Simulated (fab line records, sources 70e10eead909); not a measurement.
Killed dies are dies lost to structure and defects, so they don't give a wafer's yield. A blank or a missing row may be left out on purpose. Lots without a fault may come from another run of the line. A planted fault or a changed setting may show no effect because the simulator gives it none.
Which tool did it? | flow nand_harc | 12 lots, 36 wafers sampled, at 4 steps of a route of 1302

WHAT THE GAUGES READ, wafer by wafer
NHARC_P_GATE_OVL_MEAS_27.
lot  | measured     | on         | overlay_x_nm (nm) | overlay_y_nm (nm)
L111 | day 4 06:17  | overlay-02 | 0.7 0.4 -0.3      | -0.5 -1.0 -0.9
L112 | day 4 10:28  | overlay-02 | -1.2 -1.3 -1.1    | 0.2 -0.1 -0.4
L113 | day 4 19:54  | overlay-01 | 0.3 0.2 0.0       | -1.8 -1.6 -2.1
L114 | day 5 16:26  | overlay-01 | 0.3 -0.4 -0.2     | -0.9 -0.2 -0.3
L117 | day 6 13:55  | overlay-02 | 0.1 -0.2 0.7      | 0.3 0.7 0.3
L127 | day 10 19:15 | overlay-01 | 0.3 0.4 -0.5      | -0.5 -0.2 0.2
L128 | day 11 09:08 | overlay-02 | 1.3 1.0 1.1       | 0.3 -0.1 0.2
L129 | day 11 16:20 | overlay-02 | 0.4 0.0 -0.2      | 0.3 0.8 0.2
L131 | day 12 06:58 | overlay-01 | 0.6 0.8 1.1       | -2.1 -2.7 -2.4
L132 | day 13 00:43 | overlay-01 | 0.3 0.2 -0.1      | -0.2 0.0 0.2
L133 | day 13 05:32 | overlay-02 | 0.8 -0.1 0.6      | -0.5 -1.0 -1.1
L134 | day 13 12:30 | overlay-01 | 1.0 0.7 1.3       | 0.3 0.5 0.2

NHARC_P_GATE_CD_MEAS_59: target cd 720 nm.
lot  | measured     | on        | cd_nm (nm)
L111 | day 4 19:54  | cd_sem-03 | 718.7 724.0 720.3
L112 | day 5 00:07  | cd_sem-03 | 720.4 719.6 718.1
L113 | day 5 09:20  | cd_sem-02 | 722.8 724.1 722.3
L114 | day 6 06:16  | cd_sem-02 | 720.7 720.9 718.8
L117 | day 7 05:37  | cd_sem-03 | 764.7 768.5 762.4
L127 | day 11 08:49 | cd_sem-02 | 717.9 718.3 719.8
L128 | day 12 00:47 | cd_sem-01 | 719.0 722.0 721.2
L129 | day 12 05:48 | cd_sem-03 | 722.5 721.7 722.3
L131 | day 12 20:26 | cd_sem-02 | 720.8 719.8 721.2
L132 | day 13 14:28 | cd_sem-01 | 721.0 716.9 717.2
L133 | day 13 19:17 | cd_sem-02 | 715.9 721.1 715.7
L134 | day 14 02:16 | cd_sem-01 | 719.2 719.5 721.8

WHICH TOOL RAN EACH LOT (tool, then ch and the chambers of the sampled wafers, then the start)
lot  | NHARC_P_GATE_ETCH_114                         | NHARC_P_GATE_EXPOSE_56
L111 | rie_diel-05 ch 1,2,3, day 4 19:45 or earlier  | krf_scanner-02 ch 0, day 4 19:45
L112 | rie_diel-10 ch 1,2,3, day 4 23:58 or earlier  | krf_scanner-03 ch 0, day 4 23:58
L113 | rie_diel-03 ch 1,2,3, day 5 09:11 or earlier  | krf_scanner-04 ch 0, day 5 09:11
L114 | rie_diel-03 ch 0,2,3, day 6 06:07 or earlier  | krf_scanner-04 ch 0, day 6 06:07
L117 | rie_diel-05 ch 1,2, day 7 05:28 or earlier    | krf_scanner-02 ch 0, day 7 05:28
L127 | rie_diel-10 ch 0,2, day 11 08:40 or earlier   | krf_scanner-04 ch 0, day 11 08:40
L128 | rie_diel-05 ch 1,2, day 12 00:38 or earlier   | krf_scanner-04 ch 0, day 12 00:38
L129 | rie_diel-03 ch 1,2,3, day 12 05:39 or earlier | krf_scanner-04 ch 0, day 12 05:39
L131 | rie_diel-10 ch 1,2,3, day 12 20:17 or earlier | krf_scanner-02 ch 0, day 12 20:17
L132 | rie_diel-10 ch 2,3, day 13 14:18 or earlier   | krf_scanner-02 ch 0, day 13 14:18
L133 | rie_diel-03 ch 1,2,3, day 13 19:07 or earlier | krf_scanner-03 ch 0, day 13 19:07
L134 | rie_diel-05 ch 0,1,2, day 14 02:06 or earlier | krf_scanner-02 ch 0, day 14 02:06
- NHARC_P_GATE_ETCH_114: etches the open film in CF4/O2, target depth 30 nm, overetch 3 nm, time 16.5 s.
- NHARC_P_GATE_EXPOSE_56: exposes mask P PSD, target cd 720 nm.

WHAT THE TOOLS THEMSELVES READ (means of the sampled wafers that have a number; where no wafer has one, the mark that the record gives instead)
NHARC_P_GATE_ETCH_114.
lot  | tool        | drypump_motor_current_A (A) | oes_ar_750_au (a.u.) | oes_product_au (a.u.) | rf_vpp_V (V) | showerhead_plenum_p_Torr (Torr) | throttle_valve_pct (%)
L111 | rie_diel-05 | 5.8                         | 1.004                | 1.007                 | 198.6        | 1.38                            | 13.396
L112 | rie_diel-10 | 6.0                         | 0.999                | 0.996                 | 197.9        | 1.34                            | 13.401
L113 | rie_diel-03 | 5.3                         | 1.002                | 1.001                 | 198.2        | 1.37                            | 13.393
L114 | rie_diel-03 | 5.3                         | 1.004                | 0.994                 | 198.6        | 1.36                            | 13.400
L117 | rie_diel-05 | 5.8                         | 0.998                | 1.003                 | 199.8        | 1.38                            | 13.402
L127 | rie_diel-10 | 5.7                         | 1.000                | 1.001                 | 198.0        | 1.29                            | 13.396
L128 | rie_diel-05 | 5.8                         | 1.003                | 0.996                 | 199.1        | 1.39                            | 13.406
L129 | rie_diel-03 | 5.3                         | 1.001                | 1.002                 | 199.0        | 1.36                            | 13.407
L131 | rie_diel-10 | 6.0                         | 0.998                | 0.990                 | 198.8        | 1.33                            | 13.396
L132 | rie_diel-10 | 5.9                         | 0.995                | 0.991                 | 198.1        | 1.32                            | 13.395
L133 | rie_diel-03 | 5.3                         | 1.002                | 0.998                 | 198.5        | 1.36                            | 13.387
L134 | rie_diel-05 | 5.9                         | 0.999                | 0.987                 | 198.5        | 1.36                            | 13.405

NHARC_P_GATE_EXPOSE_56.
lot  | tool           | exposure_dose_mJ_cm2
L111 | krf_scanner-02 | 14.815
L112 | krf_scanner-03 | 14.826
L113 | krf_scanner-04 | 14.806
L114 | krf_scanner-04 | 14.822
L117 | krf_scanner-02 | 14.803
L127 | krf_scanner-04 | 14.808
L128 | krf_scanner-04 | 14.808
L129 | krf_scanner-04 | 14.820
L131 | krf_scanner-02 | 14.814
L132 | krf_scanner-02 | 14.798
L133 | krf_scanner-03 | 14.808
L134 | krf_scanner-02 | 14.814

THE ANSWER, worked out from the rows above alone
Rule: what is usual is taken from the lots themselves. Put in order of their means at a reading, lots are off if they are a third of the lots or fewer, leave a main group of 4 or more, and stand apart from it by a gap of 3 or more times the standard deviation of the main group's means; of several such gaps the widest counts. A main group whose means are all the same, to the digits that the tables above print for the reading, isn't used. A lot without any number at a reading at which 4 lots or more have one is off too. The other lots that the step has rows for count as sound. The gauges are gone through in route order, then the tools' own readings, and for those a lot's mean is taken as printed above. The first step at which some lot is off is used, and at that step the reading that is off furthest; a lot without a number counts as furthest.
Off: L117, at NHARC_P_GATE_CD_MEAS_59 (cd_nm). The main group: mean 720.2 nm, standard deviation 1.6.
A tool fits if, at a process step before that reading, it ran every lot that is off, and no sound lot after the first of them. The gauges at NHARC_P_GATE_CD_MEAS_59 are tried like those tools. NHARC_P_GATE_ETCH_114 gives no start for some lots, so the hours and the order of its lots are those of NHARC_P_GATE_EXPOSE_56. None of those tried fits.

WHAT THE SIMULATOR HAD PUT IN
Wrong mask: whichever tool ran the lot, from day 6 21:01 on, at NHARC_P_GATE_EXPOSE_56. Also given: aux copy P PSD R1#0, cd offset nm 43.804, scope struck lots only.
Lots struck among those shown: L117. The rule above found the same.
